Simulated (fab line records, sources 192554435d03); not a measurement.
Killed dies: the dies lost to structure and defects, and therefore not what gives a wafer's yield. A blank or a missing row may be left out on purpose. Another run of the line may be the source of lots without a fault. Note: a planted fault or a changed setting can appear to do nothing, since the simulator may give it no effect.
fab line records | flow n5_finfet
record lots=10 | wafers=29 | last_day=18
route steps=1938 shown BEOL_M4@1064
lots that met no fault: from a run of the same line without faults
start_h: hours from the record's opening day to when the first of the lot's shown wafers began | wait_h: time in hours since the lot's previous step | " as in the row above | L1.1+2: one row covering several wafers at once | - no value present, or no start provided | * or withheld: withheld | < > ~ a bound
route shown NAME@n: names a module that has steps shown in the file, with the first one's number in the route | usual: average and standard deviation across the fault-free wafers | same: alike in all rows | chamber/n: place in a boat | sites: each site's reading | _std_site: the values' standard deviation | _edge_site: mean of outer sites minus mean of inner sites | radius_mm: how far each site lies from the wafer's centre | mask NAME#n: copy n | behind: the last tool/chamber to shape the wafer | hold: what put the lot on hold/how long, in hours/how the hold closed | device: whichever transistor did not switch (one of n, p or np) | end of line: the same wafers' tests at the end of the route | a step without rows: its recipe alone | killed: dies lost to structure and defects at the first sort, not the wafer's yield | map: per-die view of a wafer (x killed, . not killed, _ where there is no die)
set.NAME: the setting as run; set.NAME@STEP: as run at that earlier step | model.NAME: the simulator's own value behind a step, which no gauge read
one table for each step of the route and one row for each wafer, over a sample of lots
services: a tool's chamber out of use, with start hour (start_h, from the record's first day; less than 0 if before it), hours out, and reason
## steps
# step N5_BEOL_M4_ETCH_70
# recipe chemistry=N2/H2 | target=SOC | target_depth_a=800 | overetch_a=240 | mask_material=SiARC | temp_c=40 | time_s=130 | ion_energy_ev=200 | pressure_mtorr=30 | source_w=840 | bias_w=150 | n2_flow_sccm=200 | h2_flow_sccm=200
# usual drypump_motor_current_A=5.8/0.37 | oes_product_au=0.57/0.058 | rf_vpp_V=523.7/2.4 | showerhead_plenum_p_Torr=2.55/0.076 | temp_c=40.00/0.11 | throttle_valve_pct=18.02/0.27
lot.wafer | tool        | chamber | start_h | wait_h | drypump_motor_current_A | oes_product_au | rf_hours_counter_h | rf_vpp_V | showerhead_plenum_p_Torr | temp_c | throttle_valve_pct
L997.1    | rie_diel-05 | 2       | 184.23  | 0.0    | 5.9                     | 0.53           | 206                | 525.7    | 2.49                     | 39.88  | 17.57
L997.3    | "           | 1       | "       | "      | 4.7                     | 0.51           | 208                | 526.9    | 2.62                     | 40.11  | 18.30
L997.5    | "           | 1       | "       | "      | 4.8                     | 0.51           | -                  | 526.7    | 2.62                     | 40.06  | 18.30
L101.1    | rie_diel-05 | 1       | 211.18  | 0.0    | 4.8                     | 0.51           | 219                | 527.2    | 2.61                     | 40.05  | 18.31
L101.4    | "           | 2       | "       | "      | 5.9                     | 0.52           | -                  | 522.3    | 2.49                     | 39.88  | 17.59
L101.6    | "           | 1       | "       | "      | 4.7                     | 0.51           | -                  | 525.6    | 2.61                     | 39.99  | 18.31
L104.2    | rie_diel-02 | 1       | 217.71  | 0.0    | 5.9                     | 0.54           | 153                | 522.5    | 2.47                     | 40.12  | 18.07
L104.4    | "           | 1       | "       | "      | 5.9                     | 0.54           | -                  | 520.7    | 2.47                     | 40.03  | 18.07
L104.5    | "           | 3       | "       | "      | 5.9                     | 0.65           | -                  | 520.4    | 2.50                     | 40.11  | 17.94
L103.3    | rie_diel-01 | 3       | 218.11  | 0.0    | 5.7                     | 0.55           | 185                | 523.1    | 2.53                     | 39.98  | 17.91
L103.5    | "           | 2       | "       | "      | 5.7                     | 0.55           | -                  | 526.2    | 2.63                     | 40.11  | 18.26
L103.6    | "           | 3       | "       | "      | 5.7                     | 0.55           | -                  | 525.2    | 2.53                     | 40.06  | 17.89
L106.1    | rie_diel-02 | 3       | 239.88  | 0.0    | 5.9                     | 0.64           | 55                 | 522.4    | 2.49                     | 40.02  | 17.98
L106.4    | "           | 2       | "       | "      | 5.8                     | 0.58           | 108                | 523.2    | 2.58                     | 40.19  | 17.92
L106.6    | "           | 1       | "       | "      | 5.8                     | 0.53           | -                  | 520.3    | 2.46                     | 39.93  | 18.09
L108.2    | rie_diel-02 | 2       | 256.39  | 0.0    | 5.7                     | 0.57           | 116                | 522.4    | 2.57                     | 40.09  | 17.92
L108.3    | "           | 1       | "       | "      | 5.9                     | 0.53           | 171                | 521.3    | 2.46                     | 40.07  | 18.11
L108.4    | "           | 2       | "       | "      | 5.7                     | 0.58           | -                  | 523.4    | 2.57                     | 39.97  | 17.92
L116.3    | rie_diel-01 | 3       | 301.36  | 0.0    | 5.8                     | 0.53           | 218                | 523.1    | 2.52                     | 40.24  | 17.95
L116.4    | "           | 0       | "       | "      | 6.3                     | 0.66           | 34                 | 528.0    | 2.71                     | 40.11  | 17.93
L116.6    | "           | 0       | "       | "      | 6.3                     | 0.66           | -                  | 529.5    | 2.71                     | 40.01  | 17.91
L118.3    | rie_diel-05 | 0       | 303.61  | 0.0    | 6.4                     | 0.54           | 206                | 521.3    | 2.43                     | 39.94  | 17.99
L118.5    | "           | 3       | "       | "      | 5.6                     | 0.68           | -                  | 526.2    | 2.60                     | 40.10  | 17.39
L118.6    | "           | 2       | "       | "      | 5.9                     | 0.50           | -                  | 521.5    | 2.48                     | 40.01  | 17.65
L117.2    | rie_diel-02 | 2       | 304.02  | 0.0    | 5.8                     | 0.56           | 139                | 523.8    | 2.56                     | 40.00  | 17.97
L117.5    | "           | 1       | "       | "      | 5.8                     | 0.52           | -                  | 519.7    | 2.45                     | 39.91  | 18.16
L117.6    | "           | 2       | "       | "      | 5.7                     | 0.56           | -                  | 525.5    | 2.56                     | 39.97  | 17.97
L119.2    | rie_diel-02 | 0       | 314.17  | 0.0    | 5.3                     | 0.51           | 246                | 522.3    | 2.52                     | 40.09  | 18.43
L119.5    | "           | 3       | "       | "      | 5.9                     | 0.62           | -                  | 523.1    | 2.49                     | 40.08  | 18.00
# step N5_BEOL_M4_SPUTTER_88
# recipe material=Cu | target_thk_a=45 | temp_c=-20 | chamber_pressure_pa=0.07 | power_w=withheld | time_s=8.29
# usual chuck_sensor_temp_C=-15.9/0.49 | throttle_valve_pct=29.8/0.85
lot.wafer | tool           | chamber | start_h | wait_h | chuck_sensor_temp_C | throttle_valve_pct
L997.1    | pvd_sputter-02 | -       | 186.67  | 0.1    | -16.3               | 31.0
L997.3    | "              | -       | "       | "      | -15.8               | 30.4
L997.5    | "              | -       | "       | "      | -16.4               | 30.7
L101.1    | pvd_sputter-03 | -       | 213.29  | 0.1    | -16.1               | 30.9
L101.4    | "              | -       | "       | "      | -16.9               | 29.3
L101.6    | "              | -       | "       | "      | -16.2               | 28.5
L104.2    | pvd_sputter-01 | -       | 220.56  | 0.1    | -15.2               | 30.0
L104.4    | "              | -       | "       | "      | -15.5               | 28.0
L104.5    | "              | -       | "       | "      | -15.5               | 28.3
L103.3    | pvd_sputter-03 | -       | 221.59  | 0.1    | -16.9               | 29.3
L103.5    | "              | -       | "       | "      | -16.9               | 29.2
L103.6    | "              | -       | "       | "      | -16.1               | 30.9
L106.1    | pvd_sputter-03 | -       | 242.24  | 0.1    | -16.7               | 29.2
L106.4    | "              | -       | "       | "      | -15.8               | 30.6
L106.6    | "              | -       | "       | "      | -16.9               | 29.4
L108.2    | pvd_sputter-02 | -       | 258.72  | 0.1    | -15.7               | 30.4
L108.3    | "              | -       | "       | "      | -16.5               | 30.8
L108.4    | "              | -       | "       | "      | -16.4               | 29.8
L116.3    | pvd_sputter-01 | -       | 304.65  | 0.1    | -15.4               | 28.3
L116.4    | "              | -       | "       | "      | -15.6               | 30.3
L116.6    | "              | -       | "       | "      | -15.6               | 28.2
L118.3    | pvd_sputter-02 | -       | 306.16  | 0.1    | -16.5               | 30.6
L118.5    | "              | -       | "       | "      | -15.7               | 30.2
L118.6    | "              | -       | "       | "      | -15.7               | 29.8
L117.2    | pvd_sputter-01 | -       | 306.75  | 0.1    | -15.2               | 30.4
L117.5    | "              | -       | "       | "      | -16.5               | 28.8
L117.6    | "              | -       | "       | "      | -15.7               | 30.4
L119.2    | pvd_sputter-03 | -       | 316.72  | 0.1    | -16.0               | 31.1
L119.5    | "              | -       | "       | "      | -16.4               | 28.5
# step N5_BEOL_M4_ANNEAL_93
# recipe temp_c=400 | time_s=240 | ambient=vacuum
# usual heater_power_w=844/59 | susceptor_temp_C=400.02/0.2
lot.wafer | tool           | chamber | start_h | wait_h | heater_power_w | susceptor_temp_C
L997.1    | pvd_sputter-02 | -       | 187.19  | 0.0    | 799            | 400.04
L997.3    | "              | -       | "       | "      | 865            | 399.97
L997.5    | "              | -       | "       | "      | 799            | 399.88
L101.1    | pvd_sputter-03 | -       | 213.81  | 0.0    | 738            | 399.96
L101.4    | "              | -       | "       | "      | 833            | 400.21
L101.6    | "              | -       | "       | "      | 889            | 399.83
L104.2    | pvd_sputter-01 | -       | 221.08  | 0.0    | 765            | 399.80
L104.4    | "              | -       | "       | "      | 928            | 400.13
L104.5    | "              | -       | "       | "      | 930            | 400.01
L103.3    | pvd_sputter-03 | -       | 222.11  | 0.0    | 816            | 400.15
L103.5    | "              | -       | "       | "      | 816            | 400.26
L103.6    | "              | -       | "       | "      | 740            | 399.84
L106.1    | pvd_sputter-03 | -       | 242.76  | 0.0    | 824            | 400.05
L106.4    | "              | -       | "       | "      | 818            | 400.27
L106.6    | "              | -       | "       | "      | 834            | 400.19
L108.2    | pvd_sputter-02 | -       | 259.24  | 0.0    | 858            | 400.21
L108.3    | "              | -       | "       | "      | 788            | 399.88
L108.4    | "              | -       | "       | "      | 921            | 399.69
L116.3    | pvd_sputter-01 | -       | 305.17  | 0.0    | -              | -
L116.4    | "              | -       | "       | "      | -              | -
L116.6    | "              | -       | "       | "      | -              | -
L118.3    | pvd_sputter-02 | -       | 306.74  | 0.0    | -              | -
L118.5    | "              | -       | "       | "      | -              | -
L118.6    | "              | -       | "       | "      | -              | -
L117.2    | pvd_sputter-01 | -       | 307.27  | 0.0    | -              | -
L117.5    | "              | -       | "       | "      | -              | -
L117.6    | "              | -       | "       | "      | -              | -
L119.2    | pvd_sputter-03 | -       | 317.24  | 0.0    | 698            | 399.97
L119.5    | "              | -       | "       | "      | 906            | 400.25
# step N5_BEOL_M4_ANNEAL_51
# recipe temp_c=225 | time_s=90 | ambient=N2
# usual anneal_temp_c=225.01/0.14 | anneal_temp_c_max=226.17/0.26 | wafer_temp_C_max=225.9/0.4
lot.wafer | tool          | chamber | start_h | wait_h | anneal_temp_c | anneal_temp_c_max | wafer_temp_C_max
L997.1    | rtp_anneal-01 | 0       | 187.74  | 0.1    | 224.86        | 225.97            | 226.5
L997.3    | "             | 0       | "       | "      | 225.22        | 226.80            | 226.6
L997.5    | "             | 0       | "       | "      | 225.04        | 226.37            | 226.0
L101.1    | rtp_anneal-02 | 0       | 214.36  | 0.1    | 225.03        | 226.17            | 225.8
L101.4    | "             | 0       | "       | "      | 225.19        | 226.12            | 225.4
L101.6    | "             | 0       | "       | "      | 225.08        | 226.17            | 225.7
L104.2    | rtp_anneal-02 | 0       | 221.68  | 0.1    | 224.90        | 225.95            | 225.5
L104.4    | "             | 0       | "       | "      | 224.96        | 225.99            | 225.2
L104.5    | "             | 0       | "       | "      | 225.00        | 225.94            | 225.3
L103.3    | rtp_anneal-02 | 0       | 222.75  | 0.1    | 224.98        | 225.82            | 225.6
L103.5    | "             | 0       | "       | "      | 224.86        | 225.95            | 225.9
L103.6    | "             | 0       | "       | "      | 224.79        | 226.18            | 225.8
L106.1    | rtp_anneal-01 | 0       | 243.36  | 0.1    | 224.92        | 226.32            | 226.0
L106.4    | "             | 0       | "       | "      | 225.00        | 226.11            | 225.9
L106.6    | "             | 0       | "       | "      | 224.97        | 226.06            | 226.3
L108.2    | rtp_anneal-02 | 0       | 259.84  | 0.1    | 225.02        | 225.92            | 225.5
L108.3    | "             | 0       | "       | "      | 225.05        | 226.15            | 225.5
L108.4    | "             | 0       | "       | "      | 224.93        | 225.78            | 225.5
L116.3    | rtp_anneal-02 | 0       | 305.81  | 0.1    | 224.89        | 225.91            | 225.9
L116.4    | "             | 0       | "       | "      | 225.06        | 226.11            | 225.8
L116.6    | "             | 0       | "       | "      | 224.96        | 226.11            | 226.0
L118.3    | rtp_anneal-02 | 0       | 307.52  | 0.2    | 225.08        | 225.98            | 225.4
L118.5    | "             | 0       | "       | "      | 224.79        | 225.74            | 225.6
L118.6    | "             | 0       | "       | "      | 225.21        | 226.26            | 225.5
L117.2    | rtp_anneal-01 | 0       | 307.87  | 0.1    | 224.82        | 226.30            | 226.0
L117.5    | "             | 0       | "       | "      | 224.79        | 226.27            | 226.6
L117.6    | "             | 0       | "       | "      | 224.92        | 225.89            | 225.9
L119.2    | rtp_anneal-02 | 0       | 317.84  | 0.1    | 225.14        | 226.11            | 225.9
L119.5    | "             | 0       | "       | "      | 224.90        | 225.98            | 225.6
# step N5_BEOL_M4_RC_MEAS_101
# usual DIBL_N=36.0/2.5 | DIBL_P=36.2/3 | IOFF_N=0.16/0.044 | IOFF_P=0.21/0.049 | ION_N=671/15 | ION_P=461/8.7 | SS_N=71.5/0.72 | SS_P=73.4/0.9 | VT_N=251/4.4 | VT_P=-250/4
lot.wafer | tool      | chamber | start_h | wait_h | DIBL_N[mV/V] | DIBL_P[mV/V] | IOFF_N[nA/um] | IOFF_P[nA/um] | ION_N[uA/um] | ION_P[uA/um] | SS_N[mV/dec] | SS_P[mV/dec] | VT_N[mV] | VT_P[mV]
L997.1    | prober-02 | 0       | 189.25  | 0.6    | 34.6         | 36.4         | 0.13          | 0.19          | 652          | 449          | 71.9         | 73.2         | 254      | -252
L997.3    | "         | 0       | "       | "      | 33.6         | 35.3         | 0.13          | 0.17          | 660          | 452          | 71.7         | 73.2         | 253      | -253
L997.5    | "         | 0       | "       | "      | 33.5         | 35.5         | 0.13          | 0.18          | 652          | 447          | 72.0         | 73.0         | 254      | -255
L101.1    | prober-02 | 0       | 215.26  | 0.0    | 41.4         | 41.8         | 0.26          | 0.29          | 697          | 466          | 72.5         | 75.0         | 245      | -246
L101.4    | "         | 0       | "       | "      | 38.8         | 39.1         | 0.19          | 0.24          | 673          | 457          | 73.0         | 74.2         | 247      | -249
L101.6    | "         | 0       | "       | "      | 39.2         | 39.7         | 0.20          | 0.24          | 690          | 468          | 72.9         | 75.1         | 248      | -251
L104.2    | prober-01 | 0       | 222.69  | 0.2    | 34.1         | 32.0         | 0.11          | 0.14          | 661          | 453          | 70.8         | 72.9         | 259      | -259
L104.4    | "         | 0       | "       | "      | 36.0         | 35.3         | 0.13          | 0.16          | 658          | 450          | 71.4         | 73.9         | 255      | -258
L104.5    | "         | 0       | "       | "      | 37.1         | 37.1         | 0.15          | 0.20          | 654          | 455          | 72.1         | 74.2         | 251      | -254
L103.3    | prober-02 | 0       | 223.87  | 0.3    | 37.0         | 36.6         | 0.16          | 0.20          | 669          | 457          | 72.0         | 73.2         | 254      | -252
L103.5    | "         | 0       | "       | "      | 36.0         | 35.6         | 0.14          | 0.19          | 663          | 460          | 71.0         | 72.6         | 255      | -251
L103.6    | "         | 0       | "       | "      | 39.7         | 40.1         | 0.21          | 0.26          | 700          | 473          | 72.0         | 74.0         | 246      | -249
L106.1    | prober-02 | 0       | 244.31  | 0.0    | 35.8         | 35.0         | 0.13          | 0.19          | 662          | 459          | 71.5         | 73.2         | 253      | -253
L106.4    | "         | 0       | "       | "      | 38.2         | 37.5         | 0.17          | 0.22          | 672          | 463          | 72.1         | 73.5         | 249      | -247
L106.6    | "         | 0       | "       | "      | 35.3         | 33.7         | 0.13          | 0.18          | 662          | 464          | 71.2         | 72.7         | 252      | -252
L108.2    | prober-02 | 0       | 260.87  | 0.2    | 40.2         | 39.5         | 0.21          | 0.29          | 695          | 476          | 72.0         | 74.3         | 243      | -245
L108.3    | "         | 0       | "       | "      | 38.9         | 37.9         | 0.18          | 0.24          | 676          | 471          | 72.1         | 73.6         | 247      | -248
L108.4    | "         | 0       | "       | "      | 38.6         | 36.6         | 0.17          | 0.22          | 668          | 456          | 71.9         | 73.7         | 250      | -250
L116.3    | prober-02 | 0       | 306.95  | 0.3    | 36.2         | 37.6         | 0.16          | 0.25          | 674          | 477          | 71.6         | 73.7         | 250      | -247
L116.4    | "         | 0       | "       | "      | 33.7         | 33.4         | 0.11          | 0.17          | 657          | 453          | 71.6         | 72.2         | 256      | -254
L116.6    | "         | 0       | "       | "      | 39.4         | 39.8         | 0.22          | 0.28          | 694          | 471          | 73.2         | 73.9         | 243      | -246
L118.3    | prober-01 | 0       | 308.65  | 0.3    | 40.1         | 40.6         | 0.25          | 0.31          | 689          | 470          | 73.0         | 74.3         | 245      | -242
L118.5    | "         | 0       | "       | "      | 36.2         | 35.1         | 0.13          | 0.19          | 651          | 453          | 71.1         | 73.0         | 255      | -252
L118.6    | "         | 0       | "       | "      | 37.9         | 37.6         | 0.19          | 0.25          | 675          | 463          | 71.8         | 73.6         | 246      | -246
L117.2    | prober-01 | 0       | 309.42  | 0.6    | 36.4         | 36.3         | 0.17          | 0.25          | 678          | 473          | 72.1         | 73.6         | 251      | -248
L117.5    | "         | 0       | "       | "      | 39.7         | 40.5         | 0.26          | 0.34          | 698          | 475          | 72.2         | 74.3         | 242      | -244
L117.6    | "         | 0       | "       | "      | 34.3         | 32.5         | 0.13          | 0.18          | 672          | 460          | 70.5         | 72.5         | 251      | -249
L119.2    | prober-02 | 0       | 318.85  | 0.2    | 37.1         | 38.2         | 0.17          | 0.21          | 685          | 470          | 71.1         | 74.5         | 253      | -253
L119.5    | "         | 0       | "       | "      | 34.0         | 34.5         | 0.12          | 0.16          | 675          | 460          | 70.8         | 73.5         | 252      | -258
## services
tool        | chamber | start_h | hours | kind
rie_diel-01 | 1       | 177.02  | -     | clean
rie_diel-01 | 1       | 177.02  | -     | consumable_replace:esc
rie_diel-01 | 1       | 177.02  | -     | consumable_replace:focus_ring
rie_diel-02 | -       | 195.71  | 3.6   | repair
rie_diel-01 | 0       | 199.26  | -     | clean
rie_diel-01 | 0       | 199.26  | -     | consumable_replace:focus_ring
rie_diel-01 | 0       | 199.26  | -     | consumable_replace:showerhead
rie_diel-01 | 0       | 199.26  | 18.1  | scheduled_down
rie_diel-01 | 0       | 199.26  | 18.1  | vent_cycle
rie_diel-05 | 0       | 203.48  | 8.1   | repair
rie_diel-02 | 2       | 205.00  | 27.5  | repair
rie_diel-02 | 0       | 226.35  | 10.5  | repair
rie_diel-02 | 3       | 241.86  | 46.0  | repair
rie_diel-05 | 3       | 243.39  | -     | clean
rie_diel-05 | 3       | 243.39  | -     | consumable_replace:focus_ring
rie_diel-05 | 3       | 243.39  | 13.8  | scheduled_down
rie_diel-05 | 3       | 243.39  | 13.8  | vent_cycle
rie_diel-05 | -       | 266.00  | 4.0   | pm
rie_diel-05 | 1       | 297.00  | -     | clean
rie_diel-05 | 1       | 297.00  | -     | consumable_replace:focus_ring
rie_diel-05 | 1       | 297.00  | 35.3  | scheduled_down
rie_diel-05 | 1       | 297.00  | 35.3  | vent_cycle
## key
first_sign step=N5_BEOL_M4_ANNEAL_93 | reading=tool_record | direction=missing
effect none on later readings
met_at N5_BEOL_M4_ANNEAL_93
struck_lots L116,L117,L118
not_acting_at N5_BEOL_M4_ETCH_70,N5_BEOL_M4_SPUTTER_88,N5_BEOL_M4_ANNEAL_51
onset_between 259.24 305.17
fault kind=skipped_step_whole | tool=pvd_sputter-01,pvd_sputter-02 | chamber=- | onset_h=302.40 | steps=N5_BEOL_M4_ANNEAL_93 | scope=struck_lots_only
